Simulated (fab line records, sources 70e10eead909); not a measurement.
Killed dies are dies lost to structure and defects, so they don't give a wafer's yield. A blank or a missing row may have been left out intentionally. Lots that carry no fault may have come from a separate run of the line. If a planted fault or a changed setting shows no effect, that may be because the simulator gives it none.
fab line records | flow nandHarc | part 1 of 2: steps 1 to 3 of 6
record lots=24 | wafers=72 | lastDay=33
route steps=1302 shown A_STAIRCASE@707
lots untouched by any fault: they come from a run of this same line in which no faults occurred
startH: hours from the record's first day to the start of the lot's first wafer shown | waitH: hours elapsed since this lot's preceding step | " identical to the entry in the row above | L1.1+2: a single row standing in for several wafers | - no value present, or no start provided | * or withheld: withheld | < > ~ a bound
route shown NAME@n: a module of which the file shows steps, and the number in the route of the first | usual: mean/standard deviation taken from wafers without a fault | same: alike in all rows | chamber/n: place in a boat | sites: the reading at each site | _std_site: standard deviation of those values | _edge_site: mean of outer sites minus mean of inner sites | radiusMm: how far each site lies from the wafer's centre | mask NAME#n: copy n | behind: the tool/chamber that last shaped the wafer | hold: why the lot was held/for how many hours/how that ended | device: the transistor (n, p or np) that didn't switch | end of line: the tests these same wafers got at the end of their route | for a step that has no rows: nothing shown but its recipe | killed: not the wafer's yield, but the dies lost to structure and defects at the first sort | map: the dies of a wafer, with x for killed, . for not killed, _ for no die there
set.NAME: the setting as run; set.NAME@STEP: as run at that earlier step | model.NAME: the simulator's own value behind a step, which no gauge read
route steps across a sampled set of lots; one table per step, one row per wafer
services: the hour from which a tool's chamber was out of use, counted from the record's first day as startH (under 0 if before that day), plus the number of hours and why
## steps
# step NHARC_A_STAIRCASE_TRIM_193
# recipe timeS=211.2 | o2FlowSccm=500 | arFlowSccm=0 | biasW=0 | chemistry=O2
# usual drypumpMotorCurrentA=5.7/0.37 | oesProductAu=1.008/0.012 | rfVppV=57.9/0.9 | showerheadPlenumPTorr=3.61/0.15 | throttleValvePct=17.035/0.0098
lot.wafer | tool       | chamber | startH | waitH | drypumpMotorCurrentA | oesProductAu | rfHoursCounterH | rfVppV | showerheadPlenumPTorr | throttleValvePct
L074.3    | rieDiel-02 | 0       | -      | -     | 6.1                  | 0.994        | 50              | 57.7   | 3.44                  | 17.040
L074.4    | "          | 1       | "      | "     | 6.3                  | 0.993        | 45              | 59.2   | 3.54                  | 17.041
L074.5    | "          | 3       | "      | "     | 5.5                  | 1.000        | -               | 59.5   | 3.78                  | 17.028
L075.3    | rieDiel-01 | 2       | -      | -     | 5.9                  | 0.991        | 55              | 58.4   | 3.78                  | 17.029
L075.4    | "          | 3       | "      | "     | 5.6                  | 1.011        | 47              | 58.3   | 3.76                  | 17.035
L075.6    | "          | 2       | "      | "     | 5.8                  | 0.996        | -               | 59.3   | 3.78                  | 17.033
L076.1    | rieDiel-02 | 0       | -      | -     | 6.1                  | 0.989        | 56              | 57.4   | 3.44                  | 17.036
L076.2    | "          | 3       | "      | "     | 5.6                  | 1.002        | 50              | 57.6   | 3.78                  | 17.034
L076.5    | "          | 1       | "      | "     | 6.2                  | 1.005        | -               | 58.5   | 3.54                  | 17.024
L078.1    | rieDiel-01 | 0       | -      | -     | 4.8                  | 1.004        | 1               | 57.5   | 3.53                  | 17.034
L078.3    | "          | 3       | "      | "     | 5.6                  | 1.001        | 1               | 58.9   | 3.75                  | 17.044
L078.6    | "          | 0       | "      | "     | 4.8                  | 1.013        | -               | 57.0   | 3.53                  | 17.025
L077.2    | rieDiel-10 | 1       | -      | -     | 5.7                  | 1.019        | 56              | 59.0   | 3.54                  | 17.044
L077.4    | "          | 3       | "      | "     | 5.9                  | 1.000        | 46              | 59.0   | 3.64                  | 17.051
L077.3    | "          | 0       | "      | "     | 5.5                  | 1.010        | 47              | 57.4   | 3.78                  | 17.032
L079.3    | rieDiel-10 | 3       | -      | -     | 6.0                  | 1.000        | 55              | 56.9   | 3.64                  | 17.028
L079.4    | "          | 0       | "      | "     | 5.5                  | 1.001        | 54              | 58.6   | 3.78                  | 17.034
L079.1    | "          | 1       | "      | "     | 5.7                  | 1.032        | 64              | 57.0   | 3.54                  | 17.020
L080.2    | rieDiel-01 | 3       | -      | -     | 5.6                  | 1.006        | 10              | 58.8   | 3.75                  | 17.048
L080.1    | "          | 0       | "      | "     | 4.8                  | 1.007        | 11              | 58.1   | 3.53                  | 17.053
L080.4    | "          | 2       | "      | "     | 5.9                  | 1.004        | 10              | 56.9   | 3.77                  | 17.047
L081.2    | rieDiel-02 | 1       | -      | -     | 6.3                  | 1.022        | 8               | 56.8   | 3.53                  | 17.040
L081.3    | "          | 2       | "      | "     | 6.1                  | 1.007        | 12              | 57.3   | 3.33                  | 17.047
L081.6    | "          | 0       | "      | "     | 6.1                  | 1.003        | -               | 57.1   | 3.43                  | 17.035
L083.3    | rieDiel-10 | 2       | -      | -     | 5.4                  | 1.022        | 2               | 57.3   | 3.81                  | 17.041
L083.4    | "          | 3       | "      | "     | 6.0                  | 0.994        | 1               | 58.7   | 3.63                  | 17.040
L083.6    | "          | 0       | "      | "     | 5.5                  | 1.002        | -               | 58.3   | 3.77                  | 17.040
L082.2    | rieDiel-10 | 1       | -      | -     | 5.7                  | 1.023        | 4               | 58.4   | 3.54                  | 17.035
L082.3    | "          | 2       | "      | "     | 5.4                  | 1.029        | 4               | 58.8   | 3.81                  | 17.024
L082.5    | "          | 0       | "      | "     | 5.4                  | 1.016        | -               | 59.0   | 3.77                  | 17.045
L084.2    | rieDiel-01 | 3       | -      | -     | 5.7                  | 1.014        | 25              | 57.5   | 3.74                  | 17.037
L084.3    | "          | 0       | "      | "     | 4.7                  | 1.025        | 25              | 56.8   | 3.52                  | 17.030
L084.5    | "          | 3       | "      | "     | 5.7                  | 1.011        | -               | 58.5   | 3.74                  | 17.024
L085.2    | rieDiel-02 | 2       | -      | -     | 6.1                  | 1.007        | 24              | 57.5   | 3.33                  | 17.043
L085.6    | "          | 1       | "      | "     | 6.2                  | 1.016        | -               | 56.8   | 3.53                  | 17.038
L085.5    | "          | 2       | "      | "     | 6.1                  | 1.015        | -               | 56.6   | 3.33                  | 17.013
L086.2    | rieDiel-02 | 1       | -      | -     | 6.3                  | 1.011        | 23              | 57.6   | 3.53                  | 17.031
L086.1    | "          | 3       | "      | "     | 5.5                  | 0.977        | 27              | 58.2   | 3.76                  | 17.013
L086.6    | "          | 0       | "      | "     | 6.1                  | 1.025        | -               | 56.7   | 3.42                  | 17.039
L087.4    | rieDiel-10 | 2       | -      | -     | 5.4                  | 1.020        | 13              | 58.2   | 3.80                  | 17.043
L087.1    | "          | 0       | "      | "     | 5.5                  | 0.999        | 17              | 57.4   | 3.76                  | 17.029
L087.5    | "          | 2       | "      | "     | 5.4                  | 1.020        | -               | 59.3   | 3.80                  | 17.055
L089.5    | rieDiel-10 | 2       | -      | -     | 5.4                  | 1.014        | -               | 59.9   | 3.80                  | 17.035
L089.4    | "          | 3       | "      | "     | 5.9                  | 0.986        | -               | 57.6   | 3.62                  | 17.034
L089.6    | "          | 1       | "      | "     | 5.8                  | 1.021        | -               | 56.3   | 3.53                  | 17.054
L088.2    | rieDiel-01 | 2       | -      | -     | 5.9                  | 0.994        | 42              | 58.2   | 3.75                  | 17.049
L088.3    | "          | 0       | "      | "     | 4.7                  | 1.022        | 36              | 56.8   | 3.51                  | 17.045
L088.6    | "          | 3       | "      | "     | 5.7                  | 0.993        | -               | 58.5   | 3.73                  | 17.016
L091.1    | rieDiel-02 | 3       | -      | -     | 5.6                  | 0.985        | 38              | 60.5   | 3.76                  | 17.027
L091.5    | "          | 1       | "      | "     | 6.2                  | 1.026        | -               | 57.4   | 3.52                  | 17.020
L091.6    | "          | 2       | "      | "     | 6.1                  | 1.008        | -               | 57.1   | 3.32                  | 17.038
L090.1    | rieDiel-10 | 2       | -      | -     | 5.4                  | 1.013        | 25              | 58.0   | 3.79                  | 17.022
L090.3    | "          | 0       | "      | "     | 5.5                  | 1.006        | 32              | 57.8   | 3.76                  | 17.022
L090.5    | "          | 2       | "      | "     | 5.4                  | 1.009        | -               | 58.2   | 3.79                  | 17.045
L092.2    | rieDiel-10 | 2       | -      | -     | 5.4                  | 1.026        | 32              | 59.1   | 3.79                  | 17.050
L092.5    | "          | 0       | "      | "     | 5.5                  | 1.009        | -               | 58.4   | 3.76                  | 17.044
L092.6    | "          | 1       | "      | "     | 5.7                  | 1.024        | -               | 56.5   | 3.52                  | 17.012
L093.2    | rieDiel-02 | 2       | -      | -     | 6.1                  | 1.013        | 44              | 58.0   | 3.32                  | 17.049
L093.1    | "          | 0       | "      | "     | 6.1                  | 1.008        | 43              | 56.6   | 3.41                  | 17.029
L093.5    | "          | 2       | "      | "     | 6.1                  | 1.010        | -               | 57.4   | 3.32                  | 17.024
L095.2    | rieDiel-10 | 2       | -      | -     | 5.4                  | 1.025        | 40              | 57.5   | 3.79                  | 17.043
L095.4    | "          | 0       | "      | "     | 5.5                  | 1.005        | 43              | 59.2   | 3.75                  | 17.034
L095.1    | "          | 1       | "      | "     | 5.7                  | 1.020        | 36              | 58.2   | 3.52                  | 17.036
L094.2    | rieDiel-10 | 2       | -      | -     | 5.4                  | 1.011        | 40              | 57.8   | 3.78                  | 17.020
L094.5    | "          | 3       | "      | "     | 5.9                  | 0.993        | -               | 58.0   | 3.61                  | 17.033
L094.6    | "          | 0       | "      | "     | 5.5                  | 1.010        | -               | 58.5   | 3.75                  | 17.032
L097.4    | rieDiel-10 | 3       | -      | -     | 6.0                  | 1.000        | 49              | 57.4   | 3.61                  | 17.038
L097.3    | "          | 0       | "      | "     | 5.5                  | 1.014        | 49              | 59.5   | 3.75                  | 17.047
L097.5    | "          | 1       | "      | "     | 5.8                  | 1.022        | -               | 56.7   | 3.52                  | 17.030
L096.4    | rieDiel-01 | 3       | -      | -     | 5.7                  | 0.993        | 7               | 59.0   | 3.71                  | 17.026
L096.2    | "          | 2       | "      | "     | 5.8                  | 0.989        | 7               | 56.9   | 3.74                  | 17.048
L096.6    | "          | 3       | "      | "     | 5.7                  | 0.997        | -               | 58.3   | 3.71                  | 17.035
# step NHARC_A_STAIRCASE_TRIM_196
# recipe timeS=211.2 | o2FlowSccm=500 | arFlowSccm=0 | biasW=0 | chemistry=O2
# usual drypumpMotorCurrentA=5.8/0.35 | oesProductAu=1.008/0.012 | rfVppV=58.0/0.92 | showerheadPlenumPTorr=3.57/0.16 | throttleValvePct=17.037/0.0096
lot.wafer | tool       | chamber | startH | waitH | drypumpMotorCurrentA | oesProductAu | rfHoursCounterH | rfVppV | showerheadPlenumPTorr | throttleValvePct
L074.3    | rieDiel-02 | 0       | 365.43 | 0.1   | 6.1                  | 0.998        | 50              | 57.3   | 3.44                  | 17.035
L074.4    | "          | 1       | "      | "     | 6.3                  | 0.998        | 45              | 58.9   | 3.54                  | 17.024
L074.5    | "          | 1       | "      | "     | 6.2                  | 1.012        | -               | 57.7   | 3.54                  | 17.043
L075.3    | rieDiel-10 | 1       | 369.23 | 0.1   | 5.7                  | 1.034        | 42              | 58.5   | 3.55                  | 17.043
L075.6    | "          | 3       | "      | "     | 5.9                  | 0.999        | -               | 57.6   | 3.65                  | 17.030
L075.4    | "          | 2       | "      | "     | 5.4                  | 1.008        | -               | 59.8   | 3.29                  | 17.043
L076.1    | rieDiel-02 | 0       | 385.56 | 0.2   | 6.2                  | 0.990        | 56              | 55.6   | 3.44                  | 17.038
L076.2    | "          | 3       | "      | "     | 5.5                  | 0.997        | 50              | 57.1   | 3.78                  | 17.054
L076.5    | "          | 1       | "      | "     | 6.3                  | 1.007        | -               | 58.3   | 3.54                  | 17.013
L078.3    | rieDiel-01 | 1       | 395.41 | 0.1   | 6.1                  | 1.007        | 2               | 58.3   | 3.48                  | 17.033
L078.1    | "          | 2       | "      | "     | 5.9                  | 1.009        | 1               | 58.7   | 3.77                  | 17.049
L078.6    | "          | 3       | "      | "     | 5.6                  | 1.012        | -               | 58.0   | 3.75                  | 17.035
L077.4    | rieDiel-01 | 3       | 396.57 | 0.1   | 5.7                  | 1.014        | 2               | 57.3   | 3.75                  | 17.038
L077.2    | "          | 0       | "      | "     | 4.7                  | 1.016        | 2               | 57.2   | 3.53                  | 17.018
L077.3    | "          | 1       | "      | "     | 6.1                  | 0.998        | 2               | 58.9   | 3.48                  | 17.040
L079.4    | rieDiel-10 | 3       | 416.58 | 0.1   | 6.0                  | 0.983        | 55              | 57.0   | 3.63                  | 17.046
L079.1    | "          | 1       | "      | "     | 5.8                  | 1.018        | 64              | 57.9   | 3.54                  | 17.024
L079.3    | "          | 2       | "      | "     | 5.4                  | 0.997        | 49              | 57.9   | 3.28                  | 17.028
L080.1    | rieDiel-02 | 3       | 419.97 | 0.1   | 5.5                  | 0.985        | 10              | 58.3   | 3.77                  | 17.040
L080.4    | "          | 0       | "      | "     | 6.1                  | 0.991        | 6               | 58.1   | 3.43                  | 17.034
L080.2    | "          | 2       | "      | "     | 6.1                  | 1.010        | 10              | 57.8   | 3.34                  | 17.043
L081.2    | rieDiel-02 | 2       | 430.52 | 0.1   | 6.1                  | 0.999        | 12              | 58.2   | 3.33                  | 17.041
L081.3    | "          | 3       | "      | "     | 5.5                  | 0.995        | 12              | 59.2   | 3.77                  | 17.039
L081.6    | "          | 2       | "      | "     | 6.1                  | 0.994        | -               | 55.5   | 3.33                  | 17.033
L083.4    | rieDiel-01 | 3       | 444.43 | 0.1   | 5.7                  | 1.010        | 17              | 58.4   | 3.74                  | 17.047
L083.3    | "          | 0       | "      | "     | 4.7                  | 1.013        | 18              | 58.4   | 3.53                  | 17.031
L083.6    | "          | 1       | "      | "     | 6.1                  | 1.009        | -               | 57.7   | 3.47                  | 17.023
L082.3    | rieDiel-02 | 1       | 448.32 | 0.1   | 6.2                  | 1.016        | 13              | 56.8   | 3.53                  | 17.050
L082.2    | "          | 2       | "      | "     | 6.1                  | 0.999        | 16              | 56.4   | 3.33                  | 17.029
L082.5    | "          | 1       | "      | "     | 6.2                  | 1.008        | -               | 57.1   | 3.53                  | 17.034
L084.3    | rieDiel-02 | 3       | 463.70 | 0.1   | 5.5                  | 0.985        | 22              | 59.4   | 3.76                  | 17.035
L084.2    | "          | 0       | "      | "     | 6.1                  | 1.017        | 18              | 58.8   | 3.43                  | 17.047
L084.5    | "          | 2       | "      | "     | 6.1                  | 1.003        | -               | 55.5   | 3.33                  | 17.055
L085.2    | rieDiel-02 | 2       | 473.02 | 0.1   | 6.1                  | 1.011        | 24              | 58.1   | 3.33                  | 17.035
L085.5    | "          | 0       | "      | "     | 6.2                  | 1.013        | -               | 57.5   | 3.42                  | 17.052
L085.6    | "          | 1       | "      | "     | 6.3                  | 1.021        | -               | 57.8   | 3.53                  | 17.043
L086.1    | rieDiel-02 | 1       | 482.53 | 0.1   | 6.2                  | 1.013        | 23              | 57.4   | 3.53                  | 17.049
L086.2    | "          | 2       | "      | "     | 6.1                  | 1.007        | 26              | 58.0   | 3.33                  | 17.027
L086.6    | "          | 1       | "      | "     | 6.3                  | 1.020        | -               | 58.6   | 3.53                  | 17.032
L087.4    | rieDiel-10 | 2       | 483.04 | 0.1   | 5.4                  | 1.013        | 13              | 58.6   | 3.80                  | 17.052
L087.1    | "          | 0       | "      | "     | 5.5                  | 1.005        | 17              | 57.5   | 3.77                  | 17.037
L087.5    | "          | 1       | "      | "     | 5.8                  | 1.013        | -               | 59.3   | 3.53                  | 17.033
L089.4    | rieDiel-02 | 2       | 503.54 | 0.1   | 6.1                  | 1.003        | 35              | 57.3   | 3.32                  | 17.058
L089.6    | "          | 3       | "      | "     | 5.6                  | 0.981        | -               | 58.1   | 3.76                  | 17.035
L089.5    | "          | 0       | "      | "     | 6.1                  | 0.993        | -               | 58.6   | 3.42                  | 17.047
L088.3    | rieDiel-02 | 2       | 505.52 | 0.1   | 6.1                  | 1.007        | 35              | 57.6   | 3.32                  | 17.038
L088.2    | "          | 0       | "      | "     | 6.1                  | 1.018        | 32              | 59.5   | 3.42                  | 17.032
L088.6    | "          | 3       | "      | "     | 5.6                  | 0.983        | -               | 58.1   | 3.76                  | 17.057
L091.1    | rieDiel-02 | 1       | 526.73 | 0.1   | 6.2                  | 1.016        | 40              | 58.5   | 3.52                  | 17.032
L091.5    | "          | 2       | "      | "     | 6.1                  | 1.011        | -               | 57.7   | 3.32                  | 17.037
L091.6    | "          | 3       | "      | "     | 5.5                  | 0.994        | -               | 58.4   | 3.76                  | 17.036
L090.1    | rieDiel-10 | 2       | 527.48 | 0.1   | 5.4                  | 1.015        | 25              | 57.5   | 3.79                  | 17.044
L090.3    | "          | 3       | "      | "     | 5.9                  | 1.005        | 29              | 59.0   | 3.62                  | 17.031
L090.5    | "          | 1       | "      | "     | 5.8                  | 1.034        | -               | 58.2   | 3.53                  | 17.037
L092.2    | rieDiel-10 | 1       | 542.28 | 0.1   | 5.7                  | 1.027        | 29              | 58.0   | 3.52                  | 17.040
L092.6    | "          | 0       | "      | "     | 5.4                  | 1.001        | -               | 58.6   | 3.76                  | 17.022
L092.5    | "          | 1       | "      | "     | 5.7                  | 1.025        | -               | 56.6   | 3.52                  | 17.030
L093.2    | rieDiel-02 | 0       | 542.36 | 0.1   | 6.1                  | 1.019        | 43              | 57.6   | 3.41                  | 17.049
L093.1    | "          | 2       | "      | "     | 6.1                  | 1.003        | 44              | 56.9   | 3.32                  | 17.048
L093.5    | "          | 0       | "      | "     | 6.1                  | 1.019        | -               | 58.9   | 3.41                  | 17.049
L095.4    | rieDiel-10 | 3       | 569.97 | 0.2   | 5.9                  | 0.997        | 43              | 58.9   | 3.61                  | 17.058
L095.1    | "          | 0       | "      | "     | 5.4                  | 1.013        | 44              | 58.1   | 3.75                  | 17.048
L095.2    | "          | 2       | "      | "     | 5.4                  | 1.009        | 40              | 57.9   | 3.78                  | 17.065
L094.2    | rieDiel-10 | 1       | 570.85 | 0.6   | 5.8                  | 1.025        | 37              | 58.0   | 3.52                  | 17.039
L094.5    | "          | 1       | "      | "     | 5.7                  | 1.019        | -               | 57.3   | 3.52                  | 17.029
L094.6    | "          | 2       | "      | "     | 5.4                  | 1.020        | -               | 59.0   | 3.78                  | 17.031
L097.3    | rieDiel-10 | 3       | 581.50 | 0.1   | 5.9                  | 1.006        | 49              | 57.8   | 3.61                  | 17.036
L097.4    | "          | 0       | "      | "     | 5.5                  | 1.016        | 49              | 58.0   | 3.75                  | 17.040
L097.5    | "          | 3       | "      | "     | 5.9                  | 1.001        | -               | 57.4   | 3.61                  | 17.036
L096.4    | rieDiel-02 | 2       | 581.68 | 0.1   | 6.1                  | 1.034        | 0               | 57.8   | 3.31                  | 17.034
L096.2    | "          | 3       | "      | "     | 5.5                  | 1.005        | 0               | 57.8   | 3.75                  | 17.039
L096.6    | "          | 1       | "      | "     | 6.3                  | 1.006        | -               | 56.0   | 3.51                  | 17.031
# step NHARC_A_STAIRCASE_ETCH_234
# recipe targetDepthA=1000 | timeS=40.5 | ionEnergyEv=400 | c4f8FlowSccm=20 | o2FlowSccm=10 | arFlowSccm=withheld | rfW=600 | biasW=1000 | chemistry=C4F8/O2
# usual oesProductAu=0.950/0.013 | rfFwdPowerW=592/3.3 | rfVppV=898/5.9
lot.wafer | tool       | chamber | startH | waitH | oesProductAu | rfFwdPowerW | rfHoursCounterH | rfVppV
L074.4    | rieDiel-01 | 1       | -      | -     | 0.953        | 589         | 53              | 894
L074.3    | "          | 2       | "      | "     | 0.939        | 593         | 56              | 904
L074.5    | "          | 1       | "      | "     | 0.958        | 588         | -               | 895
L075.3    | rieDiel-10 | 2       | -      | -     | 0.961        | 592         | 30              | 888
L075.4    | "          | 3       | "      | "     | 0.940        | 592         | -               | 902
L075.6    | "          | 2       | "      | "     | 0.960        | 592         | -               | 887
L076.2    | rieDiel-10 | 0       | -      | -     | 0.971        | 590         | 42              | 905
L076.1    | "          | 1       | "      | "     | 0.968        | 595         | 50              | 896
L076.5    | "          | 0       | "      | "     | 0.972        | 591         | -               | 904
L078.1    | rieDiel-10 | 0       | -      | -     | 0.944        | 592         | 50              | 905
L078.3    | "          | 3       | "      | "     | 0.952        | 591         | 50              | 901
L078.6    | "          | 1       | "      | "     | 0.961        | 596         | -               | 897
L077.3    | rieDiel-10 | 0       | -      | -     | 0.944        | 591         | 51              | 905
L077.2    | "          | 1       | "      | "     | 0.963        | 599         | 60              | 897
L077.4    | "          | 2       | "      | "     | 0.946        | 594         | 45              | 886
L079.4    | rieDiel-01 | 1       | -      | -     | 0.938        | 592         | 11              | 893
L079.3    | "          | 3       | "      | "     | 0.966        | 590         | 11              | 904
L079.1    | "          | 0       | "      | "     | 0.953        | 597         | 11              | 896
L080.1    | rieDiel-02 | 3       | -      | -     | 0.949        | 593         | 11              | 906
L080.2    | "          | 0       | "      | "     | 0.938        | 584         | 7               | 894
L080.4    | "          | 1       | "      | "     | 0.957        | 589         | 7               | 896
L081.3    | rieDiel-01 | 3       | -      | -     | 0.958        | 588         | 14              | 903
L081.2    | "          | 1       | "      | "     | 0.952        | 586         | 14              | 895
L081.6    | "          | 0       | "      | "     | 0.978        | 595         | -               | 897
L083.3    | rieDiel-10 | 0       | -      | -     | 0.944        | 590         | 5               | 905
L083.4    | "          | 1       | "      | "     | 0.970        | 595         | 4               | 896
L083.6    | "          | 1       | "      | "     | 0.969        | 593         | -               | 897
L082.2    | rieDiel-01 | 1       | -      | -     | 0.951        | 588         | 22              | 893
L082.3    | "          | 3       | "      | "     | 0.943        | 589         | 22              | 904
L082.5    | "          | 2       | "      | "     | 0.937        | 597         | -               | 903
L084.3    | rieDiel-02 | 0       | -      | -     | 0.946        | 588         | 23              | 892
L084.2    | "          | 1       | "      | "     | 0.958        | 594         | 21              | 896
L084.5    | "          | 3       | "      | "     | 0.950        | 592         | -               | 905
L085.2    | rieDiel-01 | 3       | -      | -     | 0.930        | 586         | 31              | 905
L085.6    | "          | 3       | "      | "     | 0.928        | 588         | -               | 904
L085.5    | "          | 0       | "      | "     | 0.959        | 592         | -               | 897
L086.2    | rieDiel-10 | 0       | -      | -     | 0.948        | 589         | 18              | 904
L086.1    | "          | 3       | "      | "     | 0.940        | 593         | 16              | 900
L086.6    | "          | 0       | "      | "     | 0.934        | 588         | -               | 906
L087.4    | rieDiel-02 | 0       | -      | -     | 0.954        | 587         | 26              | 892
L087.1    | "          | 1       | "      | "     | 0.952        | 594         | 25              | 897
L087.5    | "          | 0       | "      | "     | 0.967        | 587         | -               | 893
L089.4    | rieDiel-01 | 1       | -      | -     | 0.934        | 590         | 39              | 893
L089.6    | "          | 1       | "      | "     | 0.938        | 588         | -               | 893
L089.5    | "          | 2       | "      | "     | 0.937        | 594         | -               | 904
L088.3    | rieDiel-01 | 2       | -      | -     | 0.942        | 594         | 43              | 905
L088.2    | "          | 1       | "      | "     | 0.946        | 590         | 39              | 893
L088.6    | "          | 3       | "      | "     | 0.955        | 586         | -               | 903
L091.1    | rieDiel-02 | 1       | -      | -     | 0.961        | 592         | 41              | 896
L091.5    | "          | 2       | "      | "     | 0.946        | 589         | -               | 887
L091.6    | "          | 3       | "      | "     | 0.924        | 595         | -               | 902
L090.1    | rieDiel-02 | 3       | -      | -     | 0.928        | 591         | 41              | 904
L090.3    | "          | 1       | "      | "     | 0.963        | 591         | 42              | 897
L090.5    | "          | 2       | "      | "     | 0.952        | 590         | -               | 887
L092.2    | rieDiel-02 | 0       | -      | -     | 0.965        | 586         | 46              | 891
L092.6    | "          | 1       | "      | "     | 0.979        | 590         | -               | 896
L092.5    | "          | 2       | "      | "     | 0.964        | 592         | -               | 887
L093.1    | rieDiel-01 | 2       | -      | -     | 0.923        | 595         | 61              | 904
L093.2    | "          | 0       | "      | "     | 0.955        | 593         | 51              | 895
L093.5    | "          | 1       | "      | "     | 0.959        | 590         | -               | 893
L094.2    | rieDiel-01 | 0       | -      | -     | 0.948        | 594         | 4               | 896
L094.5    | "          | 3       | "      | "     | 0.931        | 587         | -               | 902
L094.6    | "          | 0       | "      | "     | 0.940        | 592         | -               | 894
L095.2    | rieDiel-10 | 3       | -      | -     | 0.929        | 594         | 47              | 899
L095.4    | "          | 0       | "      | "     | 0.956        | 591         | 47              | 903
L095.1    | "          | 2       | "      | "     | 0.938        | 594         | 43              | 906
L096.2    | rieDiel-02 | 1       | -      | -     | 0.950        | 593         | 2               | 896
L096.4    | "          | 3       | "      | "     | 0.929        | 595         | 2               | 904
L096.6    | "          | 0       | "      | "     | 0.946        | 585         | -               | 892
L097.4    | rieDiel-02 | 0       | -      | -     | 0.956        | 588         | 2               | 892
L097.3    | "          | 3       | "      | "     | 0.951        | 592         | 2               | 904
L097.5    | "          | 0       | "      | "     | 0.950        | 588         | -               | 892
